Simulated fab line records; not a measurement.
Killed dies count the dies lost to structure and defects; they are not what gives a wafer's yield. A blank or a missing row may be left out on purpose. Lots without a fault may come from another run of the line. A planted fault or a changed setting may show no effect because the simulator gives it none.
Matching of chambers | flow n5Finfet | N5_BEOL_M9_ETCH_65 on rieDiel-06: 4 sister chambers
The step etches SiARC in CF4, target depth 15.6 nm, time 26 s. 4 wafers are shown with their chamber, then 9 later ones without.

== WAFERS PAIRED WITH THEIR CHAMBERS ==
wafer  | chamber | showerheadPlenumPTorr (Torr)
L080.6 | 1       | 2.27
L081.3 | 0       | 2.11
L081.5 | 2       | 2.15
L081.6 | 3       | 2.10

== WAFERS MISSING THEIR CHAMBER ==
wafer  | showerheadPlenumPTorr (Torr)
L089.3 | 2.09
L089.4 | 2.27
L089.5 | 2.15
L094.1 | 2.14
L094.2 | 2.09
L094.3 | 2.26
L096.4 | 2.08
L096.5 | 2.11
L096.6 | 2.26

== CHAMBER TAKEN BY EACH ==
wafer  | from the rows above     | in truth
L089.3 | can't be placed: 3 or 0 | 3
L089.4 | 1                       | 1
L089.5 | 2                       | 2
L094.1 | 2                       | 2
L094.2 | can't be placed: 3 or 0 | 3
L094.3 | 1                       | 1
L096.4 | can't be placed: 3 or 0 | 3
L096.5 | can't be placed: 0 or 3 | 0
L096.6 | 1                       | 1
Placed correctly: 5 of 9. Not placeable from these rows: 4 (in 4, the candidates include the true chamber). 0 placed wrongly.
How it was worked out, from the rows above alone: a wafer's distance from a chamber is the root of the sum, over the readings, of the square of ((its reading less the chamber's mean) divided by the reading's scatter). If the next closest chamber is less than 2 further off than the closest, the wafer can't be placed; otherwise it belongs to the closest. For every chamber, the mean is computed from those of its wafers that are shown. The scatter (one wafer shown for each chamber): square how far every hidden wafer sits from the nearest shown wafer, average those squares and take the square root.
